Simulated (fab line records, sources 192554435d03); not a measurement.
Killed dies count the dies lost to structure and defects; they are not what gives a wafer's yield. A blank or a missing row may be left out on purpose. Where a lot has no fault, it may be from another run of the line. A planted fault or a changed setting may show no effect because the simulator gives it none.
Matching of chambers | flow n5-finfet | rie-si-04 running N5_FIN_SAQP_ETCH_65: 4 sister chambers
The step etches SiO2 in CF4, target depth 4 nm, time 4.4 s. 7 wafers are shown with their chamber, then 7 later ones without.

EACH WAFER AND ITS CHAMBER
wafer  | chamber | throttle-valve-pct (%) | drypump-motor-current-A (A)
L078.5 | 2       | 21.52                  | 6.7
L080.6 | 0       | 21.49                  | 5.8
L087.2 | 0       | 21.50                  | 5.8
L087.3 | 3       | 21.34                  | 6.1
L087.5 | 1       | 21.77                  | 6.1
L090.1 | 2       | 21.51                  | 6.6
L090.4 | 1       | 21.79                  | 6.1

WAFERS WHOSE CHAMBER IS MISSING
wafer  | throttle-valve-pct (%) | drypump-motor-current-A (A)
L090.5 | 21.52                  | 6.7
L092.1 | 21.51                  | 6.6
L092.2 | 21.34                  | 6.1
L092.5 | 21.34                  | 6.1
L096.1 | 21.50                  | 5.9
L096.2 | 21.36                  | 6.2
L096.3 | 21.80                  | 6.1

WHICH CHAMBER EACH ONE RAN IN
wafer  | from the rows above | in truth
L090.5 | 2                   | 2
L092.1 | 2                   | 2
L092.2 | 3                   | 3
L092.5 | 3                   | 3
L096.1 | 0                   | 0
L096.2 | 3                   | 3
L096.3 | 1                   | 1
Correctly placed: 7 of 7. Can't be placed from these rows: 0. Wrongly placed: 0.
How it was worked out, from the rows above alone: a wafer's distance from a chamber is the root of the sum, over the readings, of the square of ((its reading less the chamber's mean) divided by the reading's scatter). The wafer belongs to the nearest chamber; if the next one is less than 2 further off, it can't be placed. Each chamber's mean is taken over the wafers shown for it. The scatter: take each reading less its chamber's mean, square it, sum over the shown wafers, divide by the number of wafers less the number of chambers, and take the root.
